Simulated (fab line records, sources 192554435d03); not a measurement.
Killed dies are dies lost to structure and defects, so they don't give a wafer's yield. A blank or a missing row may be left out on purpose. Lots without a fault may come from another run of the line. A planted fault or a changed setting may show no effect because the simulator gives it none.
Which tool did it? | flow n5_finfet | 10 lots, 30 wafers sampled, at 4 steps of a route of 1938

WHAT THE GAUGES READ, wafer by wafer
The record holds no reading of a measuring or inspecting step that can be judged against a usual standard deviation.

WHICH TOOL RAN EACH LOT (tool, then ch and the chambers of the sampled wafers, then the start)
lot  | N5_BEOL_M11_ETCH_65                | N5_BEOL_M11_ETCH_66                | N5_BEOL_M11_PRE_CLEAN_45     | N5_BEOL_M12_ETCH_59
L146 | rie_diel-06 ch 0,2,3, day 10 23:07 | rie_diel-06 ch 0,2,3, day 10 23:10 | pvd_sputter-03, day 11 00:49 | rie_diel-04 ch 0,1,3, day 11 03:08
L145 | rie_diel-06 ch 1,2,3, day 11 03:47 | rie_diel-06 ch 1,2,3, day 11 03:50 | pvd_sputter-03, day 11 05:26 | rie_diel-04 ch 1,2,3, day 11 08:25
L151 | rie_diel-03 ch 0,2, day 11 21:23   | rie_diel-03 ch 0,2, day 11 21:26   | pvd_sputter-03, day 11 22:28 | rie_diel-02 ch 1,2, day 12 01:26
L152 | rie_diel-03 ch 0,1,2, day 12 06:12 | rie_diel-03 ch 0,1,2, day 12 06:15 | pvd_sputter-01, day 12 07:20 | rie_diel-05 ch 0,1,3, day 12 10:24
L153 | rie_diel-03 ch 0,1,2, day 12 13:26 | rie_diel-03 ch 0,1,2, day 12 13:29 | pvd_sputter-01, day 12 14:55 | rie_diel-05 ch 0,3, day 12 18:43
L161 | rie_diel-06 ch 0,1,2, day 14 16:11 | rie_diel-06 ch 0,1,2, day 14 16:14 | pvd_sputter-01, day 14 18:22 | rie_diel-02 ch 1,3, day 14 20:56
L164 | rie_diel-03 ch 0,3, day 15 16:18   | rie_diel-03 ch 0,3, day 15 16:21   | pvd_sputter-02, day 15 18:25 | rie_diel-05 ch 0,1,3, day 15 20:51
L166 | rie_diel-03 ch 0,1,2, day 15 18:12 | rie_diel-03 ch 0,1,2, day 15 18:15 | pvd_sputter-02, day 15 19:40 | rie_diel-04 ch 1,2, day 15 23:55
L165 | rie_diel-01 ch 0,3, day 15 18:42   | rie_diel-01 ch 0,3, day 15 18:45   | pvd_sputter-02, day 15 21:58 | rie_diel-05 ch 0,1,3, day 16 00:15
L167 | rie_diel-06 ch 1,2, day 16 18:56   | rie_diel-06 ch 1,2, day 16 18:59   | pvd_sputter-03, day 16 20:06 | rie_diel-05 ch 0,2,3, day 16 22:31
- N5_BEOL_M11_ETCH_65: etches SiARC in CF4, target depth 39 nm, time 65 s.
- N5_BEOL_M11_ETCH_66: etches SOC in N2/H2, target depth 120 nm, overetch 24 nm, time 180 s.
- N5_BEOL_M11_PRE_CLEAN_45: time 30 s.
- N5_BEOL_M12_ETCH_59: etches BARC in N2/H2, target depth 89 nm, overetch 26.7 nm, time 67.9 s.

WHAT THE TOOLS THEMSELVES READ (means of the sampled wafers that have a number; where no wafer has one, the mark that the record gives instead)
N5_BEOL_M11_ETCH_65. Usual: bias_w 36.01 W, standard deviation 0.096; drypump_motor_current_A 5.6 A, standard deviation 0.35; etch_rf_on_time_s 65.2 s, standard deviation 1.4; mfc_ar_sccm 100.03 sccm, standard deviation 0.3; oes_product_au 0.68 a.u., standard deviation 0.066; rf_vpp_V 184.4 V, standard deviation 1.3; showerhead_plenum_p_Torr 2.17 Torr, standard deviation 0.077; throttle_valve_pct 15.48 %, standard deviation 0.25.
lot  | tool        | bias_w (W) | drypump_motor_current_A (A) | etch_rf_on_time_s (s) | mfc_ar_sccm (sccm) | oes_product_au (a.u.) | rf_vpp_V (V) | showerhead_plenum_p_Torr (Torr) | throttle_valve_pct (%) | flag
L146 | rie_diel-06 | 36.05      | 5.4                         | 65.1                  | 99.83              | 0.69                  | 184.8        | 2.16                            | 15.77                  |
L145 | rie_diel-06 | 36.01      | 5.5                         | 64.4                  | 100.33             | 0.68                  | 184.5        | 2.19                            | 15.61                  |
L151 | rie_diel-03 | 36.09      | 5.2                         | 66.0                  | 99.95              | 0.64                  | 184.0        | 2.11                            | 15.30                  |
L152 | rie_diel-03 | 35.99      | 5.5                         | 66.3                  | 100.42             | 0.65                  | 184.8        | 2.18                            | 15.29                  |
L153 | rie_diel-03 | 36.03      | 5.5                         | 66.3                  | 100.15             | 0.65                  | 184.2        | 2.18                            | 15.30                  |
L161 | rie_diel-06 | 35.92      | 5.6                         | 64.2                  | 100.17             | 0.75                  | 183.9        | 2.12                            | 15.48                  |
L164 | rie_diel-03 | 35.99      | 5.4                         | 64.4                  | 99.87              | 0.70                  | 185.4        | 2.23                            | 15.42                  |
L166 | rie_diel-03 | 36.02      | 5.5                         | 65.9                  | 100.02             | 0.63                  | 184.1        | 2.17                            | 15.34                  |
L165 | rie_diel-01 | 36.03      | 5.5                         | 66.5                  | 100.12             | 0.62                  | 184.0        | 2.15                            | 15.68                  |
L167 | rie_diel-06 | 36.03      | 5.4                         | 63.8                  | 99.84              | 0.75                  | 183.6        | 2.13                            | 15.49                  |

N5_BEOL_M11_ETCH_66. Usual: bias_w 149.9 W, standard deviation 0.48; drypump_motor_current_A 5.6 A, standard deviation 0.35; h2_flow_sccm 200.0 sccm, standard deviation 0.59; oes_product_au 0.64 a.u., standard deviation 0.058; rf_vpp_V 524.6 V, standard deviation 2.8; showerhead_plenum_p_Torr 2.57 Torr, standard deviation 0.093; throttle_valve_pct 17.7 %, standard deviation 0.31.
lot  | tool        | bias_w (W) | drypump_motor_current_A (A) | h2_flow_sccm (sccm) | oes_product_au (a.u.) | rf_vpp_V (V) | showerhead_plenum_p_Torr (Torr) | throttle_valve_pct (%) | flag
L146 | rie_diel-06 | 150.3      | 5.4                         | 199.9               | 0.65                  | 524.8        | 2.55                            | 17.9                   |
L145 | rie_diel-06 | 150.3      | 5.5                         | 199.9               | 0.63                  | 525.5        | 2.58                            | 17.8                   |
L151 | rie_diel-03 | 150.1      | 5.3                         | 199.9               | 0.61                  | 522.5        | 2.52                            | 17.5                   |
L152 | rie_diel-03 | 150.1      | 5.5                         | 200.2               | 0.62                  | 525.2        | 2.60                            | 17.5                   |
L153 | rie_diel-03 | 149.6      | 5.5                         | 200.1               | 0.62                  | 525.2        | 2.60                            | 17.5                   |
L161 | rie_diel-06 | 149.9      | 5.6                         | 200.2               | 0.70                  | 522.3        | 2.51                            | 17.6                   |
L164 | rie_diel-03 | 149.6      | 5.5                         | 200.2               | 0.66                  | 527.0        | 2.66                            | 17.8                   |
L166 | rie_diel-03 | 149.8      | 5.5                         | 200.7               | 0.61                  | 525.0        | 2.59                            | 17.5                   |
L165 | rie_diel-01 | 150.1      | 5.5                         | 200.1               | 0.59                  | 524.2        | 2.57                            | 17.9                   |
L167 | rie_diel-06 | 149.9      | 5.4                         | 200.7               | 0.70                  | 523.1        | 2.52                            | 17.6                   |

N5_BEOL_M11_PRE_CLEAN_45. Usual: heater_power_w 345 W, standard deviation 58.
lot  | tool           | heater_power_w (W) | flag
L146 | pvd_sputter-03 | 305                |
L145 | pvd_sputter-03 | 306                |
L151 | pvd_sputter-03 | 314                |
L152 | pvd_sputter-01 | 303                |
L153 | pvd_sputter-01 | 320                |
L161 | pvd_sputter-01 | 308                |
L164 | pvd_sputter-02 | 400                |
L166 | pvd_sputter-02 | 358                |
L165 | pvd_sputter-02 | 393                |
L167 | pvd_sputter-03 | 369                |

N5_BEOL_M12_ETCH_59. Usual: bias_w 150.1 W, standard deviation 0.47; drypump_motor_current_A 5.4 A, standard deviation 0.38; h2_flow_sccm 200.0 sccm, standard deviation 0.56; oes_product_au 0.66 a.u., standard deviation 0.07; rf_vpp_V 523.4 V, standard deviation 3; showerhead_plenum_p_Torr 2.53 Torr, standard deviation 0.1; throttle_valve_pct 17.86 %, standard deviation 0.24.
lot  | tool        | bias_w (W) | drypump_motor_current_A (A) | h2_flow_sccm (sccm) | oes_product_au (a.u.) | rf_vpp_V (V) | showerhead_plenum_p_Torr (Torr) | throttle_valve_pct (%) | flag
L146 | rie_diel-04 | 149.9      | 5.6                         | 199.8               | 0.60                  | 522.0        | 2.47                            | 18.01                  |
L145 | rie_diel-04 | 150.2      | 5.2                         | 199.4               | 0.63                  | 522.7        | 2.49                            | 17.88                  |
L151 | rie_diel-02 | 150.6      | 5.3                         | 200.4               | 0.67                  | 524.7        | 2.59                            | 17.75                  |
L152 | rie_diel-05 | 143.6      | 5.4                         | 199.4               | 0.67                  | 509.7        | 2.56                            | 17.80                  | OFF
L153 | rie_diel-05 | 143.7      | 5.2                         | 200.2               | 0.68                  | 510.8        | 2.61                            | 17.61                  | OFF
L161 | rie_diel-02 | 150.4      | 5.3                         | 199.2               | 0.70                  | 523.8        | 2.55                            | 17.69                  |
L164 | rie_diel-05 | 150.0      | 5.4                         | 199.7               | 0.64                  | 523.5        | 2.54                            | 17.86                  |
L166 | rie_diel-04 | 149.9      | 5.1                         | 199.6               | 0.74                  | 524.3        | 2.53                            | 17.73                  |
L165 | rie_diel-05 | 150.2      | 5.4                         | 200.0               | 0.64                  | 524.0        | 2.54                            | 17.87                  |
L167 | rie_diel-05 | 150.2      | 5.5                         | 200.1               | 0.71                  | 525.4        | 2.61                            | 17.70                  |

THE ANSWER, worked out from the rows above alone
Rule: a lot is off if the mean of its wafers that have a number lies more than 3 standard deviations from the usual mean. A lot without any number at a reading at which 4 lots or more have one is off too. The other lots that the step has rows for count as sound. The gauges are gone through in route order, then the tools' own readings, and for those a lot's mean is taken as printed above. The first step at which some lot is off is used, and at that step the reading that is off furthest; a lot without a number counts as furthest.
Off: L152, L153, at N5_BEOL_M12_ETCH_59 (bias_w).
A tool fits if, at that step or a process step before it, it ran every lot that is off, and no sound lot after the first of them. None of those tried fits.

WHAT THE SIMULATOR HAD PUT IN
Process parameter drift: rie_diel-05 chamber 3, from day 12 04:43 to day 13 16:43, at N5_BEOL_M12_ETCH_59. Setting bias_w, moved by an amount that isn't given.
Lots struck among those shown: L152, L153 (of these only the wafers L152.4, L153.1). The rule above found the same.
